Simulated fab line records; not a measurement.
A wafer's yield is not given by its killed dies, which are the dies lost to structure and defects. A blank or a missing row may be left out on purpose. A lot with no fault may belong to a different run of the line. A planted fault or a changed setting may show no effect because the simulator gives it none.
Matching of chambers	flow nand_harc	cmp-04 running NHARC_A_CONTACT_CMP_20: 4 sister chambers
The step polishes, t overpolish 30 s, target thk 300 nm. 4 wafers are shown with their chamber, then 7 later ones without.

## WAFERS, EACH WITH ITS CHAMBER
wafer	chamber	motor_current_A (A)
L081.3	1	10.6
L086.5	0	14.1
L087.2	3	11.2
L087.3	2	11.0

## WAFERS WITHOUT THEIR CHAMBER
wafer	motor_current_A (A)
L087.4	13.5
L091.1	14.0
L091.3	10.5
L091.4	11.4
L094.3	11.1
L094.4	13.9
L094.5	10.5

## WHICH CHAMBER EACH WENT THROUGH
wafer	from the rows above	in truth
L087.4	0	0
L091.1	0	0
L091.3	can't be placed: 1 or 2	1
L091.4	can't be placed: 3 or 2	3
L094.3	can't be placed: 2 or 3 or 1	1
L094.4	0	0
L094.5	can't be placed: 1 or 2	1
Correct placement for 3 of the 7. Unplaceable from these rows: 4, with the true chamber sitting among the candidates in 4. Placed wrongly: 0.
How it was worked out, from the rows above alone: a wafer's distance from a chamber is the root of the sum, over the readings, of the square of ((its reading less the chamber's mean) divided by the reading's scatter). The wafer belongs to the nearest chamber; if the next one is less than 2 further off, it can't be placed. For every chamber, the mean is computed from those of its wafers that are shown. The scatter: with one shown wafer a chamber, the root of the mean of the squares of how far each hidden wafer lies from its nearest shown one.
